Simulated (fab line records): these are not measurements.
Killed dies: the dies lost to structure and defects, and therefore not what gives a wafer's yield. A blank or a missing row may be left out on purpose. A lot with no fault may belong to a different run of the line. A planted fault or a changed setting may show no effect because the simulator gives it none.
Lot-split experiment    flow n5-finfet    route with 1938 steps; 7 lots, 21 wafers read

THE SPLIT ITSELF
At N5_BEOL_M15_SPUTTER_44 (material Ta, target thk 15 nm, time 24.19 s), the setting power-w was moved away from the recipe's 15000 W on 7 of the 21 wafers read, by +8.0% to +17.3%. This setting was run at the recipe's value on the other wafers.

The reading is taken at the split's own step.

THE READING
Ta_of_BEOL_M15_SPUTTER_44.thk-nm (the simulator's own value, which no gauge read), in nm, at N5_BEOL_M15_SPUTTER_44 (material Ta, target thk 15 nm, time 24.19 s). There is no usual value for it anywhere in the file. The 14 wafers here that ran the recipe average 15.0 nm, standard deviation 0.15 nm.

wafer   tool, chamber at the split  power-w as run, W  against the recipe  Ta_of_BEOL_M15_SPUTTER_44.thk-nm, nm  against lot-mates on the recipe
L074.1  pvd-sputter-01, -           15000              recipe              15                                    -
L074.3  pvd-sputter-01, -           15000              recipe              15.2                                  -
L074.5  pvd-sputter-01, -           15000              recipe              14.8                                  -
L076.2  pvd-sputter-03, -           15000              recipe              15                                    -
L076.3  pvd-sputter-03, -           16670              +11.1%              16.6                                  +1.7
L076.5  pvd-sputter-03, -           15000              recipe              14.8                                  -
L082.4  pvd-sputter-03, -           15000              recipe              15.2                                  -
L082.5  pvd-sputter-03, -           17590              +17.3%              17.8                                  +2.6
L082.6  pvd-sputter-03, -           17590              +17.3%              17.8                                  +2.6
L083.1  pvd-sputter-01, -           16200              +8.0%               16.4                                  +1.4
L083.3  pvd-sputter-01, -           16200              +8.0%               16.4                                  +1.4
L083.5  pvd-sputter-01, -           15000              recipe              15                                    -
L084.2  pvd-sputter-02, -           16250              +8.3%               16.6                                  +1.4
L084.3  pvd-sputter-02, -           16250              +8.3%               16.6                                  +1.4
L084.4  pvd-sputter-02, -           15000              recipe              15.2                                  -
L088.1  pvd-sputter-03, -           15000              recipe              15.2                                  -
L088.2  pvd-sputter-03, -           15000              recipe              14.8                                  -
L088.3  pvd-sputter-03, -           15000              recipe              15                                    -
L090.1  pvd-sputter-01, -           15000              recipe              15                                    -
L090.4  pvd-sputter-01, -           15000              recipe              15                                    -
L090.2  pvd-sputter-01, -           15000              recipe              15.2                                  -

FIT RESULTS
A straight line over all 21 wafers: Ta_of_BEOL_M15_SPUTTER_44.thk-nm changes by +0.162 nm for each +1% of power-w; r = +0.99; the points scatter about the line by 0.16 nm.
The same after taking each lot's own level away (the mean of its wafers on the recipe; 21 wafers): +0.155 nm for each +1%; r = +0.99; scatter 0.12 nm.
Per that fit: largest power-w move, reading shift of 2.7 nm.
Measured against the standard deviation above, the lots' own levels, which go from 14.90 to 15.20 nm, span 2.0 times it.
The two slopes are in agreement: the lot-to-lot level therefore moves the slope only a little.
Check: +2.74 nm against its lot-mates is what the line predicts for one of the wafers moved furthest among these (+17.3%) when that wafer is left out of the fit. Against them it came out at +2.6 nm.

ADDITIONAL SPLITS CARRIED BY THESE WAFERS
Note: prior to the reading, these wafers also went through further splits. Each is held against what the fit with the lots' levels taken away leaves over:
other split on the same wafers     wafers away from the commonest value  r with Ta_of_BEOL_M15_SPUTTER_44.thk-nm (lot level and that fit taken away)
N5_BEOL_M14_DEP_53 time-s          5                                     -0.25
N5_BEOL_M15_TRENCH_ETCH_34 time-s  8                                     +0.12

FILE'S OWN FIT
Ta_of_BEOL_M15_SPUTTER_44.thk-nm changes by +0.156 nm for each +1% of power-w, r = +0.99.
